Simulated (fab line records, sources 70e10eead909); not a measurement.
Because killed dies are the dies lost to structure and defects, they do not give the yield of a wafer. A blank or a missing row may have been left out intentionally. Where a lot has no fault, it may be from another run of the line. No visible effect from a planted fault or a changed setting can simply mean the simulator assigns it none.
Chamber matching | flow nand harc | pecvd-03 running NHARC_P_M2_PRE_CLEAN_32: 3 sister chambers
The step time 12 s. 3 wafers are shown with their chamber, then 12 later ones without.

WAFERS PAIRED WITH THEIR CHAMBERS
wafer  | chamber | heater power w (W)
L084.5 | 0       | 747
L086.1 | 1       | 766
L086.6 | 2       | 597

WAFERS WITHOUT THEIR CHAMBER
wafer  | heater power w (W)
L088.1 | 616
L088.2 | 633
L088.4 | 592
L089.1 | 638
L089.2 | 758
L089.5 | 765
L090.1 | 740
L090.3 | 813
L090.6 | 817
L092.1 | 654
L092.2 | 655
L092.4 | 651

THE CHAMBER EACH PASSED THROUGH
wafer  | from the rows above          | in truth
L088.1 | 2                            | 2
L088.2 | 2                            | 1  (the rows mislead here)
L088.4 | 2                            | 2
L089.1 | can't be placed: 2 or 0      | 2
L089.2 | can't be placed: 1 or 0      | 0
L089.5 | can't be placed: 1 or 0      | 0
L090.1 | can't be placed: 0 or 1      | 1
L090.3 | can't be placed: 1 or 0      | 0
L090.6 | can't be placed: 1 or 0      | 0
L092.1 | can't be placed: 2 or 0 or 1 | 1
L092.2 | can't be placed: 2 or 0 or 1 | 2
L092.4 | can't be placed: 2 or 0 or 1 | 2
Correct placement for 2 of the 12. Cannot be placed on the basis of these rows: 9; the candidates contain the true chamber in 9. Wrongly placed: 1.
How it was worked out, from the rows above alone: a wafer's distance from a chamber is the root of the sum, over the readings, of the square of ((its reading less the chamber's mean) divided by the reading's scatter). The wafer belongs to the nearest chamber; if the next one is less than 2 further off, it can't be placed. For every chamber, the mean is computed from those of its wafers that are shown. The scatter: root of mean squared gap, hidden wafer to nearest shown wafer, with one shown wafer a chamber.
